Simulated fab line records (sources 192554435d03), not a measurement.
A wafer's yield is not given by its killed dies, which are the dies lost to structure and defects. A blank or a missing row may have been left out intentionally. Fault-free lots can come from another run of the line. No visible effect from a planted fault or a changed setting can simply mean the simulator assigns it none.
Split-lot trial ; flow n5-finfet ; on a route of 1938 steps: 7 lots, 39 wafers read

SPLIT DETAILS
At N5_PASSIVATION_AL_DEP_21 (deposits Al, target thk 2800 nm, time 170 s), the setting target-thk-a was moved away from the recipe's 28000 angstrom on 12 of the 39 wafers read, by -52.0% to +59.2%. This setting was run at the recipe's value on the other wafers.

Reading taken at the split's own step.

THE READING
Al_of_PASSIVATION_AL_DEP_21.thk-nm (the simulator's own value, which no gauge read), in nm, at N5_PASSIVATION_AL_DEP_21 (deposits Al, target thk 2800 nm, time 170 s). The file does not state a usual value for it. Across the 27 wafers here that went through the recipe, the average is 2810 nm and the standard deviation 25 nm.

wafer;tool, chamber at the split;target-thk-a as run, angstrom;against the recipe;Al_of_PASSIVATION_AL_DEP_21.thk-nm, nm;against lot-mates on the recipe
L075.1;pvd-sputter-03, -;28000;recipe;2815;-
L075.2;pvd-sputter-03, -;28000;recipe;2806;-
L075.3;pvd-sputter-03, -;28000;recipe;2831;-
L075.4;pvd-sputter-03, -;28000;recipe;2790;-
L075.5;pvd-sputter-03, -;28000;recipe;2818;-
L075.6;pvd-sputter-03, -;28000;recipe;2802;-
L077.1;pvd-sputter-01, -;15100;-46.1%;1500;-1301
L077.2;pvd-sputter-01, -;28000;recipe;2783;-
L077.3;pvd-sputter-01, -;15100;-46.1%;1530;-1271
L077.4;pvd-sputter-01, -;28000;recipe;2814;-
L077.5;pvd-sputter-01, -;28000;recipe;2805;-
L077.6;pvd-sputter-01, -;15100;-46.1%;1529;-1272
L078.1;pvd-sputter-03, -;13430;-52.0%;1337;-1493
L078.2;pvd-sputter-03, -;13430;-52.0%;1328;-1502
L078.3;pvd-sputter-03, -;28000;recipe;2838;-
L078.4;pvd-sputter-03, -;13430;-52.0%;1380;-1450
L078.5;pvd-sputter-03, -;28000;recipe;2841;-
L078.6;pvd-sputter-03, -;28000;recipe;2811;-
L079.1;pvd-sputter-01, -;28000;recipe;2750;-
L079.4;pvd-sputter-01, -;28000;recipe;2763;-
L079.5;pvd-sputter-01, -;28000;recipe;2755;-
L084.1;pvd-sputter-01, -;43510;+55.4%;4357;+1546
L084.2;pvd-sputter-01, -;43510;+55.4%;4371;+1560
L084.3;pvd-sputter-01, -;28000;recipe;2814;-
L084.6;pvd-sputter-01, -;28000;recipe;2814;-
L084.4;pvd-sputter-01, -;43510;+55.4%;4376;+1565
L084.5;pvd-sputter-01, -;28000;recipe;2804;-
L086.1;pvd-sputter-03, -;28000;recipe;2787;-
L086.2;pvd-sputter-03, -;28000;recipe;2835;-
L086.3;pvd-sputter-03, -;28000;recipe;2827;-
L086.4;pvd-sputter-03, -;28000;recipe;2839;-
L086.5;pvd-sputter-03, -;28000;recipe;2844;-
L086.6;pvd-sputter-03, -;28000;recipe;2832;-
L092.1;pvd-sputter-01, -;44590;+59.2%;4465;+1646
L092.2;pvd-sputter-01, -;28000;recipe;2813;-
L092.3;pvd-sputter-01, -;28000;recipe;2827;-
L092.4;pvd-sputter-01, -;28000;recipe;2818;-
L092.5;pvd-sputter-01, -;44590;+59.2%;4490;+1671
L092.6;pvd-sputter-01, -;44590;+59.2%;4472;+1653

THE FIT
A straight line over all 39 wafers: Al_of_PASSIVATION_AL_DEP_21.thk-nm changes by +28.1 nm for each +1% of target-thk-a; r = +1.00; the points scatter about the line by 23 nm.
The same after taking each lot's own level away (the mean of its wafers on the recipe; 39 wafers): +28.1 nm for each +1%; r = +1.00; scatter 16 nm.
On that fit, the largest move of target-thk-a shifts the reading by 1.7e+03 nm.
The span of the lots' own levels, 2756.0 to 2830.0 nm, comes to 3.0 times the standard deviation stated above.
The two slopes agree, so the slope changes little with the lot-to-lot level.
Check: +1.67e+03 nm against its lot-mates is what the line predicts for one of the wafers moved furthest among these (+59.2%) when that wafer is left out of the fit. Against them it came out at +1.65e+03 nm.

THE OTHER SPLITS THESE WAFERS WENT THROUGH
These wafers also went through other splits before the reading. Each is held against what the fit with the lots' levels taken away leaves over:
other split on the same wafers;wafers away from the commonest value;r with Al_of_PASSIVATION_AL_DEP_21.thk-nm (lot level and that fit taken away)
N5_BEOL_M7_ILD_DEP_00 time-s;15;+0.12
N5_BEOL_M10_ILD_DEP_00 target-thk-a;12;-0.20
N5_BEOL_M12_ETCH_68 target-depth-a;18;-0.25
N5_BEOL_M13_ETCH_68 time-s;15;-0.18

FILE'S OWN FIT
Al_of_PASSIVATION_AL_DEP_21.thk-nm changes by +28.1 nm for each +1% of target-thk-a, r = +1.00.
